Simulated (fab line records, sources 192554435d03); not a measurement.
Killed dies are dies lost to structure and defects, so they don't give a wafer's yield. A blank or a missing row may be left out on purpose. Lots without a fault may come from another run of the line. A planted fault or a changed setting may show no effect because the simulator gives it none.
Chamber matching | flow n5_finfet | N5_BEOL_M2_CO_CAP_55 on cvd_co-01: 3 sister chambers
The step material Co, precursor CCTBA/H2, target thk 2 nm, time 102.1 s. 3 wafers are shown with their chamber, then 12 later ones without.

WAFERS WITH THEIR CHAMBER
wafer  | chamber | heater_power_w (W)
L086.1 | 1       | 228
L086.2 | 2       | 230
L086.4 | 0       | 198

WAFERS WITHOUT THEIR CHAMBER
wafer  | heater_power_w (W)
L088.1 | 199
L088.3 | 228
L088.4 | 194
L092.1 | 232
L092.4 | 233
L092.5 | 234
L094.1 | 235
L094.2 | 232
L094.5 | 201
L095.2 | 197
L095.3 | 233
L095.4 | 235

WHICH CHAMBER EACH WENT THROUGH
wafer  | from the rows above     | in truth
L088.1 | 0                       | 0
L088.3 | can't be placed: 1 or 2 | 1
L088.4 | 0                       | 0
L092.1 | can't be placed: 2 or 1 | 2
L092.4 | can't be placed: 2 or 1 | 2
L092.5 | can't be placed: 2 or 1 | 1
L094.1 | can't be placed: 2 or 1 | 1
L094.2 | can't be placed: 2 or 1 | 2
L094.5 | 0                       | 0
L095.2 | 0                       | 0
L095.3 | can't be placed: 2 or 1 | 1
L095.4 | can't be placed: 2 or 1 | 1
Placed correctly: 4 of 12. Can't be placed from these rows: 8 (the true chamber is among the candidates in 8). Placed wrongly: 0.
How it was worked out, from the rows above alone: a wafer's distance from a chamber is the root of the sum, over the readings, of the square of ((its reading less the chamber's mean) divided by the reading's scatter). The wafer belongs to the nearest chamber; if the next one is less than 2 further off, it can't be placed. A chamber's mean is the mean of its shown wafers. The scatter: with one shown wafer a chamber, the root of the mean of the squares of how far each hidden wafer lies from its nearest shown one.
